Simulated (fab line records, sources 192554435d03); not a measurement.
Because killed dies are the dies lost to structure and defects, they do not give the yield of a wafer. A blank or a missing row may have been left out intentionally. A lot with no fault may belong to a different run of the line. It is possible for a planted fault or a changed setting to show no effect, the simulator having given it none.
Chamber matching | flow n5 finfet | N5_BEOL_M12_CMP_49 on cmp-03 has 4 sister chambers
The step polishes, stops on SiOC, t overpolish 20.6 s, target thk 320 nm. 8 wafers are shown with their chamber, then 10 later ones without.

## WAFERS WITH THEIR CHAMBER
wafer  | chamber | motor current A (A) | overpolish run s (s)
L085.3 | 1       | 5.0                 | 20.591
L088.3 | 3       | 5.9                 | 20.584
L088.6 | 3       | 6.0                 | 20.613
L089.1 | 0       | 6.2                 | 20.616
L089.3 | 2       | 5.7                 | 20.610
L089.4 | 1       | 5.5                 | 20.609
L090.1 | 0       | 5.7                 | 20.600
L090.2 | 2       | 5.5                 | 20.594

## WAFERS MISSING THEIR CHAMBER
wafer  | motor current A (A) | overpolish run s (s)
L090.6 | 5.7                 | 20.588
L092.1 | 5.9                 | 20.590
L092.3 | 6.2                 | 20.597
L092.6 | 5.9                 | 20.602
L093.3 | 5.2                 | 20.593
L093.5 | 5.7                 | 20.611
L093.6 | 5.8                 | 20.612
L097.3 | 5.9                 | 20.597
L097.5 | 5.7                 | 20.604
L097.6 | 5.4                 | 20.586

## EACH ONE'S CHAMBER
wafer  | from the rows above               | in truth
L090.6 | can't be placed: 2 or 3 or 0 or 1 | 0
L092.1 | can't be placed: 3 or 0 or 2 or 1 | 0
L092.3 | can't be placed: 3 or 0 or 2      | 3
L092.6 | can't be placed: 3 or 0 or 2      | 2
L093.3 | can't be placed: 1 or 2           | 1
L093.5 | can't be placed: 2 or 0 or 3 or 1 | 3
L093.6 | can't be placed: 0 or 2 or 3 or 1 | 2
L097.3 | can't be placed: 3 or 0 or 2      | 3
L097.5 | can't be placed: 2 or 0 or 3 or 1 | 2
L097.6 | can't be placed: 1 or 2 or 3 or 0 | 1
Correct placement for 0 of the 10. Unplaceable from these rows: 10, with the true chamber sitting among the candidates in 10. 0 placed wrongly.
How it was worked out, from the rows above alone: a wafer's distance from a chamber is the root of the sum, over the readings, of the square of ((its reading less the chamber's mean) divided by the reading's scatter). The wafer belongs to the nearest chamber; if the next one is less than 2 further off, it can't be placed. Each chamber's mean is taken over the wafers shown for it. How the scatter is found: for the shown wafers, subtract from each reading the mean of its chamber, square and add these, divide the total by (wafers less chambers), then take the root.
